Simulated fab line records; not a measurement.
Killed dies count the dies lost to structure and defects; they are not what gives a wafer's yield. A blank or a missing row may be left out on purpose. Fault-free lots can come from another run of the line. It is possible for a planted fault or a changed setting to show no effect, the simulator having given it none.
Matching of chambers	flow n5Finfet	4 sister chambers for N5_SDB_CMP_30 on cmp-03
The step polishes, stops on poly-Si, t overpolish 1.54 s, target thk 30 nm. 14 wafers are shown with their chamber, then 7 later ones without.

== EACH WAFER AND ITS CHAMBER ==
wafer	chamber	motorCurrentA (A)	timeToEndpointS (s)	overpolishRunS (s)
L081.2	2	9.7	15.3	1.550
L081.4	3	13.4	10.1	1.539
L081.5	0	11.2	13.6	1.522
L083.1	2	9.4	18.4	1.535
L083.3	3	12.9	14.6	1.528
L083.4	0	11.4	17.3	1.539
L086.3	0	11.4	17.5	1.540
L086.4	2	8.9	18.1	1.550
L086.5	3	12.9	13.8	1.527
L088.2	2	9.5	19.3	1.544
L088.4	1	12.8	19.7	1.542
L088.5	1	12.5	17.5	1.546
L089.2	3	12.8	13.5	1.534
L089.3	2	8.9	18.7	1.556

SIGNATURES (averages over the wafers above)
reading	chamber 0	chamber 1	chamber 2	chamber 3	scatter within a chamber
motorCurrentA	11.333	12.650	9.280	13.000	0.286
timeToEndpointS	16.133	18.600	17.960	13.000	1.83
overpolishRunS	1.53367	1.54400	1.54700	1.53200	0.00747
Rule: for a wafer and a chamber, the distance is found by dividing, reading by reading, the gap between the wafer's reading and the chamber's mean by the reading's scatter, squaring, summing and taking the root. The wafer belongs to the nearest chamber; if the next one is less than 2 further off, it can't be placed. The scatter: take each reading less its chamber's mean, square it, sum over the shown wafers, divide by the number of wafers less the number of chambers, and take the root.

== WAFERS MISSING THEIR CHAMBER ==
wafer	motorCurrentA (A)	timeToEndpointS (s)	overpolishRunS (s)
L089.5	13.1	14.1	1.555
L091.1	13.1	17.2	1.531
L091.2	12.9	12.5	1.558
L091.3	12.0	15.7	1.547
L094.1	13.2	16.2	1.524
L094.5	13.0	12.9	1.551
L094.6	11.3	14.9	1.544

== WHICH CHAMBER EACH ONE RAN IN ==
wafer	from the rows above	in truth
L089.5	can't be placed: 3 or 1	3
L091.1	can't be placed: 3 or 1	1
L091.2	can't be placed: 3 or 1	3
L091.3	can't be placed: 1 or 0 or 3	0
L094.1	can't be placed: 3 or 1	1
L094.5	can't be placed: 3 or 1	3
L094.6	0	0
Correctly placed: 1 of 7. From these rows, 6 cannot be placed; in 6 the true chamber is one of the candidates. Placed wrongly: 0.
